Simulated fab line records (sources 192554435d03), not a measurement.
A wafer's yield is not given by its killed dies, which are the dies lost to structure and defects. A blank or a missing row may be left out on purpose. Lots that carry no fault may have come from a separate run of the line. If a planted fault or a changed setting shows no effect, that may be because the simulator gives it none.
Chamber matching || flow n5 finfet || pecvd-03 running N5_BEOL_M12_ILD_DEP_00: 3 sister chambers
The step deposits SiOC from DEMS/O2, target thk 658.92 nm, time 130.7 s. 3 wafers are shown with their chamber, then 12 later ones without.

WAFERS PAIRED WITH THEIR CHAMBERS
{"wafer": "L088.5", "chamber": 0, "throttle valve pct (%)": 13.4}
{"wafer": "L091.1", "chamber": 1, "throttle valve pct (%)": 13.2}
{"wafer": "L091.4", "chamber": 2, "throttle valve pct (%)": 11.4}

WAFERS WITH NO CHAMBER GIVEN
{"wafer": "L095.1", "throttle valve pct (%)": 13.4}
{"wafer": "L095.3", "throttle valve pct (%)": 11.5}
{"wafer": "L095.4", "throttle valve pct (%)": 13.1}
{"wafer": "L096.1", "throttle valve pct (%)": 11.5}
{"wafer": "L096.3", "throttle valve pct (%)": 12.7}
{"wafer": "L096.4", "throttle valve pct (%)": 11.6}
{"wafer": "L097.1", "throttle valve pct (%)": 13.5}
{"wafer": "L097.2", "throttle valve pct (%)": 13.1}
{"wafer": "L097.3", "throttle valve pct (%)": 11.7}
{"wafer": "L097.4", "throttle valve pct (%)": 11.4}
{"wafer": "L097.5", "throttle valve pct (%)": 13.2}
{"wafer": "L097.6", "throttle valve pct (%)": 13.6}

WHICH CHAMBER EACH WENT THROUGH
{"wafer": "L095.1", "from the rows above": "can't be placed: 0 or 1", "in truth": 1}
{"wafer": "L095.3", "from the rows above": 2, "in truth": 2}
{"wafer": "L095.4", "from the rows above": "can't be placed: 1 or 0", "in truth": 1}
{"wafer": "L096.1", "from the rows above": 2, "in truth": 2}
{"wafer": "L096.3", "from the rows above": "can't be placed: 1 or 0", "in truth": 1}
{"wafer": "L096.4", "from the rows above": 2, "in truth": 2}
{"wafer": "L097.1", "from the rows above": "can't be placed: 0 or 1", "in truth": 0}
{"wafer": "L097.2", "from the rows above": "can't be placed: 1 or 0", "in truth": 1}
{"wafer": "L097.3", "from the rows above": 2, "in truth": 2}
{"wafer": "L097.4", "from the rows above": 2, "in truth": 2}
{"wafer": "L097.5", "from the rows above": "can't be placed: 1 or 0", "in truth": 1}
{"wafer": "L097.6", "from the rows above": "can't be placed: 0 or 1", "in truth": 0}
Placed correctly: 5 of 12. From these rows, 7 cannot be placed; in 7 the true chamber is one of the candidates. 0 placed wrongly.
How it was worked out, from the rows above alone: a wafer's distance from a chamber is the root of the sum, over the readings, of the square of ((its reading less the chamber's mean) divided by the reading's scatter). The wafer belongs to the nearest chamber; if the next one is less than 2 further off, it can't be placed. A chamber's mean is the mean of its shown wafers. The scatter (one wafer shown for each chamber): square how far every hidden wafer sits from the nearest shown wafer, average those squares and take the square root.
